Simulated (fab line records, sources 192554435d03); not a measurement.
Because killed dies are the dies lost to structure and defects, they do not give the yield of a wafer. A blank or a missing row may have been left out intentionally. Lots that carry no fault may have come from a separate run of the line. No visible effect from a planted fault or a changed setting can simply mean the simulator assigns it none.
Matching of chambers ; flow n5-finfet ; 4 sister chambers for N5_BEOL_M10_STRIP_67 on rie-diel-06
The step strips in CF4. 20 wafers are shown with their chamber, then 10 later ones without.

## WAFERS, EACH WITH ITS CHAMBER
wafer;chamber;showerhead-plenum-p-Torr (Torr);drypump-motor-current-A (A);throttle-valve-pct (%)
L075.2;1;1.73;5.8;13.44
L075.3;3;1.89;6.4;13.61
L075.6;1;1.73;5.8;13.44
L076.1;3;1.89;6.4;13.64
L076.3;1;1.73;5.7;13.48
L076.6;2;1.77;4.9;13.69
L078.2;1;1.73;5.7;13.46
L078.3;3;1.89;6.4;13.64
L078.5;1;1.73;5.7;13.47
L080.1;0;1.80;6.4;13.56
L080.3;3;1.89;6.4;13.65
L080.5;2;1.77;4.9;13.69
L082.2;3;1.89;6.4;13.64
L082.3;1;1.73;5.7;13.46
L082.4;2;1.77;4.9;13.71
L084.3;0;1.80;6.4;13.56
L084.4;0;1.80;6.4;13.57
L084.6;3;1.88;6.4;13.65
L085.1;0;1.80;6.4;13.58
L085.3;1;1.73;5.8;13.50

SIGNATURES (averages over the wafers above)
reading;chamber 0;chamber 1;chamber 2;chamber 3;scatter within a chamber
showerhead-plenum-p-Torr;1.8000;1.7300;1.7700;1.8883;0.00228
drypump-motor-current-A;6.400;5.743;4.900;6.400;0.0327
throttle-valve-pct;13.5675;13.4643;13.6967;13.6383;0.0166
Rule: a wafer's distance from a chamber is the root of the sum, over the readings, of the square of ((its reading less the chamber's mean) divided by the reading's scatter). The wafer belongs to the nearest chamber; if the next one is less than 2 further off, it can't be placed. The scatter: the root of (the sum of the squares of (reading less its chamber's mean) over the shown wafers, divided by (wafers less chambers)).

## WAFERS WHOSE CHAMBER IS MISSING
wafer;showerhead-plenum-p-Torr (Torr);drypump-motor-current-A (A);throttle-valve-pct (%)
L085.5;1.80;6.4;13.58
L091.2;1.72;5.7;13.52
L091.3;1.80;6.4;13.61
L091.5;1.76;4.9;13.16
L094.2;1.72;5.7;13.54
L094.3;1.88;6.4;13.71
L094.6;1.88;6.4;13.71
L097.2;1.72;5.8;13.57
L097.3;1.88;6.4;13.73
L097.6;1.88;6.4;13.72

## THE CHAMBER EACH PASSED THROUGH
wafer;from the rows above;in truth
L085.5;0;0
L091.2;1;1
L091.3;0;0
L091.5;can't be placed: 2 or 1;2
L094.2;1;1
L094.3;3;3
L094.6;3;3
L097.2;1;1
L097.3;3;3
L097.6;3;3
Placed correctly: 9 of 10. Unplaceable from these rows: 1, with the true chamber sitting among the candidates in 1. Placed wrongly: 0.
